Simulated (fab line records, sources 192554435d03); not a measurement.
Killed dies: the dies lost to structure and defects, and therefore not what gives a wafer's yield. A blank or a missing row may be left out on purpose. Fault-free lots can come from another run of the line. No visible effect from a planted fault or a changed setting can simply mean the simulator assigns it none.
Struck lot and sound lot, side by side	flow n5 finfet	40 out of 1938 route steps
Sound: these wafers, L305.1, L305.3, L305.5. Wafers L296.1, L296.2, L296.6 were the ones struck. The cause is given at the end.
Each step with rows lists, per side, the tool, then ch with its chambers, then its first start. Under that, the readings that differ: sound wafers	struck wafers	difference of the means	sigmas: that difference in standard deviations of wafers without a fault.
alike: words and numbers the same on both sides, and readings whose means are apart by under 2 such deviations; not compared: readings that were withheld, readings missing a value for some wafer, numbers with overlapping values and no deviation given by the record, and bounds like >300 which may hide the same value.
The two part at a step that has a row with sigmas, a row that says differs or no value, or rows on one side only. Numbers that have no deviation but don't overlap get no sigmas and don't part them. A reading missing from all wafers of one side parts the sides only when that side holds two or more wafers.

first, 10 steps without rows for these wafers: N5_MOL_CONTACT_COAG_CO_FILL_22 (material Co, precursor CCTBA/H2, target thk 20 nm); N5_MOL_CONTACT_COAG_ANNEAL_113 (time 300 s); N5_MOL_CONTACT_COAG_PRE_CLEAN_142 (time 60 s); N5_MOL_CONTACT_COAG_SPUTTER_130 (material Co, target thk 47.5 nm); N5_MOL_CONTACT_COAG_PRECLEAN_125 (cleans in DIW, time 57.5 s); N5_MOL_CONTACT_COAG_SRD_126 (dry time 32 s); N5_MOL_CONTACT_COAG_CMP_23 (polishes, stops on SiO2, t overpolish 1.5 s, target thk 0 nm); N5_MOL_CONTACT_COAG_WET_ETCH_26 (target Co, target depth 13 nm); N5_MOL_CONTACT_COAG_WET_ETCH_116 (etches the open film in SC1-inhibited, target depth 4.6 nm, rinse time 30 s); N5_MOL_CONTACT_COAG_ALD_27 (deposits SiOC, target thk 17 nm, pulse time 1.5 s, time 2720 s).
N5_MOL_CONTACT_COAG_CMP_28: polishes, stops on SiNx, t overpolish 0.85 s, target thk 14.522 nm.
  sound on cmp-03 ch 2,3, day 9 13:50; struck on cmp-04 ch 0,1,3, day 7 08:12
  no value came back on the struck wafers for any of 6 readings (edge zone pressure frac, head pressure psi (psi) and others); on the sound wafers edge zone pressure frac reads 0.994 1.003 0.997
reading	sound	struck	difference	sigmas
model.SiOC_of_MOL_CONTACT_COAG_ALD_27.thk nm (nm)	15.2 12 13.2	17 17 17	+4	
model.SiNx_of_GATE_CUT_SAC_CAP_01.thk nm (nm)	18 17.8 18	18.2 18.2 18.2	+0.3	
then, 23 steps without rows for these wafers: N5_MOL_CONTACT_COAG_ALD_123 (deposits SiNx, target thk 5 nm, pulse time 1 s, purge time 2 s); N5_MOL_CONTACT_COAG_PECVD_31 (deposits SiO2 from TEOS/O2, target thk 46 nm, time 8.9 s); N5_MOL_CONTACT_COAG_COAT_75 (time 60 s, resist thk 60 nm); N5_MOL_CONTACT_COAG_COAT_76 (time 60 s, resist thk 10 nm); N5_MOL_CONTACT_COAG_COAT_77 (time 60 s, resist thk 10 nm); N5_MOL_CONTACT_COAG_COAT_78 (resist thk 40 nm); N5_MOL_CONTACT_COAG_EBR_80; N5_MOL_CONTACT_COAG_SOFTBAKE_79 (time 60 s); N5_MOL_CONTACT_COAG_EXPOSE_81 (exposes mask VG, defocus 0 nm); N5_MOL_CONTACT_COAG_PEB_82 (peb time 60 s); N5_MOL_CONTACT_COAG_DEVELOP_83 (develop time 30 s); N5_MOL_CONTACT_COAG_DESCUM_88 (chemistry O2, time 7 s); N5_MOL_CONTACT_COAG_ETCH_89 (etches underlayer in N2/H2, target depth 13 nm, time 10.4 s); N5_MOL_CONTACT_COAG_ETCH_90 (etches SiARC in CF4, target depth 13 nm, time 21.7 s); N5_MOL_CONTACT_COAG_ALD_131 (deposits SiO2, target thk 5 nm, pulse time 1 s, co reactant pulse time 1 s); N5_MOL_CONTACT_COAG_ETCHBACK_132 (etches SiO2 in CHF3, target depth 10 nm, time 6.7 s); N5_MOL_CONTACT_COAG_ETCH_91 (etches SOC in N2/H2, target depth 60 nm, overetch 21 nm, time 101.2 s); N5_MOL_CONTACT_COAG_STRIP_92 (strips in N2/H2); N5_MOL_CONTACT_COAG_STRIP_93 (strips in N2/H2); N5_MOL_CONTACT_COAG_ETCHBACK_135 (etches SiO2 in CHF3, target depth 25 nm, time 16.7 s); N5_MOL_CONTACT_COAG_STRIP_118 (strips in CHF3); N5_MOL_CONTACT_COAG_VIA_ETCH_46 (etches SiO2 in C4F6/O2, target depth 46 nm, overetch 9.2 nm, time 40 s); N5_MOL_CONTACT_COAG_STRIP_96 (strips in N2/H2).
N5_MOL_CONTACT_COAG_ETCH_47: etches SiNx in CH3F/O2, stops on W, target depth 27 nm.
  sound on rie diel-02 ch 0,1,3, day 9 16:59; struck on rie diel-06 ch 1,3, day 7 09:59
reading	sound	struck	difference	sigmas
throttle valve pct (%)	16.4 16.8 16.6	15.9 15.8 15.9	-0.7	-2
model.MOL_CONTACT_COAG.feature depth nm (nm)	18.6 18.4 18.6	18.8 18.8 18.8	+0.3	
model.etch.depth nm (nm)	17.94 17.87 17.93	18.11 18.3 18.19	+0.29	
  alike: CH3F_flow_sccm, drypump motor current A, etch rf on time s, oes product au, rf vpp V, showerhead plenum p Torr
  not compared: rf hours counter h
then, 1 step without rows for these wafers: N5_MOL_CONTACT_COAG_STRIP_119 (strips in N2/H2, time 30 s).
N5_MOL_CONTACT_COAG_ETCH_124: etches SiNx in CH3F/O2, stops on SiOC, target depth 6.5 nm.
  sound on rie diel-02 ch 0,2,3, day 9 18:09; struck on rie diel-02 ch 0,2, day 7 11:55
reading	sound	struck	difference	sigmas
model.SiOC_of_MOL_CONTACT_COAG_ALD_27.thk nm (nm)	15.2 12 13.2	17 17 17	+4	
  alike: CH3F_flow_sccm, drypump motor current A, oes product au, rf vpp V, showerhead plenum p Torr, throttle valve pct
  not compared: rf hours counter h
N5_MOL_CONTACT_COAG_ETCH_48: etches SiOC in C4F6/O2, target depth 15 nm, overetch 4.5 nm, time 17 s.
  sound on rie diel-02 ch 0,2,3, day 9 18:11; struck on rie diel-02 ch 0,2, day 7 11:57
reading	sound	struck	difference	sigmas
oes product au (a.u.)	0.61 0.72 0.56	1.05 1.04 1.04	+0.41	+6
model.etch.depth nm (nm)	15.12 12.02 13.1	17.02 16.99 17.07	+3.61	
  alike: drypump motor current A, rf vpp V, showerhead plenum p Torr, throttle valve pct
  not compared: rf hours counter h
N5_BEOL_M4_RC_MEAS_101:
  the record has rows for the sound wafers here (prober-01 ch 0, day 13 09:04) and none for the struck ones
-- the record jumps here: 8 days lie between the struck wafers' starts before and after (it left off in module BEOL_M4 and takes up again in module PASSIVATION, whose first step shown is number 1936 of the route) --
N5_PASSIVATION_PROBE_49:
  sound on prober-01, day 18 08:57; struck on prober-02, day 15 09:25
reading	sound	struck	difference	sigmas
defect limited yield (%)	88.6 89.8 91.5	0 0 0	-90	-64
killed_at_M0_to_M3	42 55 44	20 31 30	-20	-2
killed at contacts	13 14 11	1092 1087 1109	+1083	+99 or more
killed dies	134 120 100	1180 1180 1180	+1062	+66
killed on rim	15 18 12	152 152 152	+137	+34
sort_bin_5_function (%)	5.9 4.9 4.1	96.4 96.6 97.7	+91.9	+99 or more
sort_bin_6_memory (%)	5.3 4.8 4.2	3.6 3.2 2.1	-1.8	-3
sort n pass	1046 1060 1080	0 0 0	-1062	-62
sort yield pct (%)	88.6 89.8 91.5	0 0 0	-90	-64
  alike: killed_at_M4_up, killed at front end, killed at other, killed open, killed short

## WHERE THEY PART
Last at N5_PASSIVATION_PROBE_49 as far as this record goes, first at N5_MOL_CONTACT_COAG_CMP_28.

WHY: what had been put in by the simulator
Beginning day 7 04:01, the whole step at N5_MOL_CONTACT_COAG_CMP_28 was skipped on cmp-04. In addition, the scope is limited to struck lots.
